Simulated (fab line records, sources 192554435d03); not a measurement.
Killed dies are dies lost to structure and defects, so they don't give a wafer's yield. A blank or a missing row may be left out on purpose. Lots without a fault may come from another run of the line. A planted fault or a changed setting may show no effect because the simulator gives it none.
Split-lot experiment | flow n5_finfet | 7 lots, 21 wafers read, on a route of 1938 steps

THE SPLIT
At N5_SD_EPI_N_ETCH_45 (etches SiOCN in CH3F/O2, target depth 6 nm), the setting target_depth_a was moved away from the recipe's 60 angstrom on 4 of the 21 wafers read, by -10.1% to +9.6%. The other wafers ran this setting at the recipe's value.

The reading is taken at the split's own step.

THE READING
etch.depth_nm (the simulator's own value, which no gauge read), in nm, at N5_SD_EPI_N_ETCH_45 (etches SiOCN in CH3F/O2, target depth 6 nm). The file gives no usual value for it. The 17 wafers here that ran the recipe average 5.939 nm, standard deviation 0.11 nm.

wafer  | tool, chamber at the split | target_depth_a as run, angstrom | against the recipe | etch.depth_nm, nm | against lot-mates on the recipe
L076.2 | rie_diel-05, 2             | 53.93                           | -10.1%             | 5.319             | -0.628
L076.4 | rie_diel-05, 0             | 60                              | recipe             | 5.947             | -
L076.6 | rie_diel-05, 3             | 53.93                           | -10.1%             | 5.359             | -0.588
L078.1 | rie_diel-05, 3             | 60                              | recipe             | 5.98              | -
L078.2 | rie_diel-05, 0             | 60                              | recipe             | 5.989             | -
L078.6 | rie_diel-05, 1             | 56.36                           | -6.1%              | 5.472             | -0.513
L082.3 | rie_diel-05, 1             | 60                              | recipe             | 5.69              | -
L082.4 | rie_diel-05, 0             | 60                              | recipe             | 5.995             | -
L082.5 | rie_diel-05, 3             | 60                              | recipe             | 5.938             | -
L083.1 | rie_diel-03, 2             | 60                              | recipe             | 5.946             | -
L083.2 | rie_diel-03, 0             | 60                              | recipe             | 5.943             | -
L083.5 | rie_diel-03, 2             | 60                              | recipe             | 5.958             | -
L089.2 | rie_diel-03, 1             | 60                              | recipe             | 5.995             | -
L089.3 | rie_diel-03, 2             | 60                              | recipe             | 5.956             | -
L089.4 | rie_diel-03, 1             | 60                              | recipe             | 5.978             | -
L092.1 | rie_diel-01, 2             | 60                              | recipe             | 5.972             | -
L092.2 | rie_diel-01, 0             | 60                              | recipe             | 5.924             | -
L092.4 | rie_diel-01, 1             | 60                              | recipe             | 6.177             | -
L096.1 | rie_diel-05, 1             | 60                              | recipe             | 5.644             | -
L096.2 | rie_diel-05, 3             | 60                              | recipe             | 5.925             | -
L096.3 | rie_diel-05, 0             | 65.74                           | +9.6%              | 6.5               | +0.716

THE FIT
A straight line over all 21 wafers: etch.depth_nm changes by +0.0609 nm for each +1% of target_depth_a; r = +0.91; the points scatter about the line by 0.11 nm.
The same after taking each lot's own level away (the mean of its wafers on the recipe; 21 wafers): +0.0671 nm for each +1%; r = +0.95; scatter 0.091 nm.
On that fit, the largest move of target_depth_a shifts the reading by 0.68 nm.
The lots' own levels span 5.7845 to 6.0243 nm, that is 2.1 times the standard deviation above.
So the lot-to-lot level changes the slope little: the two slopes agree.
Check: with one of the wafers moved furthest among these (-10.1%) left out of the fit, the line predicts -0.695 nm for it against its lot-mates. It came out at -0.628 nm against them.

OTHER SPLITS ON THESE WAFERS
These wafers also went through other splits before the reading. Each is held against what the fit with the lots' levels taken away leaves over:
other split on the same wafers       | wafers away from the commonest value | r with etch.depth_nm (lot level and that fit taken away)
N5_WELL_APT_COAT_02 spin_rpm         | 5                                    | +0.19
N5_WELL_APT_PEB_06 peb_time_s        | 8                                    | -0.30
N5_WELL_APT_PEB_23 peb_time_s        | 5                                    | -0.11
N5_WELL_APT_DESCUM_30 time_s         | 7                                    | +0.05
N5_FIN_SAQP_ETCH_65 time_s           | 8                                    | +0.45
N5_STI_FIN_REVEAL_ETCHBACK_08 time_s | 5                                    | -0.17
N5_STI_FIN_REVEAL_PRECLEAN_17 time_s | 7                                    | +0.16
N5_SD_EPI_N_COAT_32 spin_rpm         | 3                                    | +0.21
N5_SD_EPI_N_COAT_33 spin_rpm         | 7                                    | +0.11

THE FILE'S OWN FIT
etch.depth_nm changes by +0.0698 nm for each +1% of target_depth_a, r = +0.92.
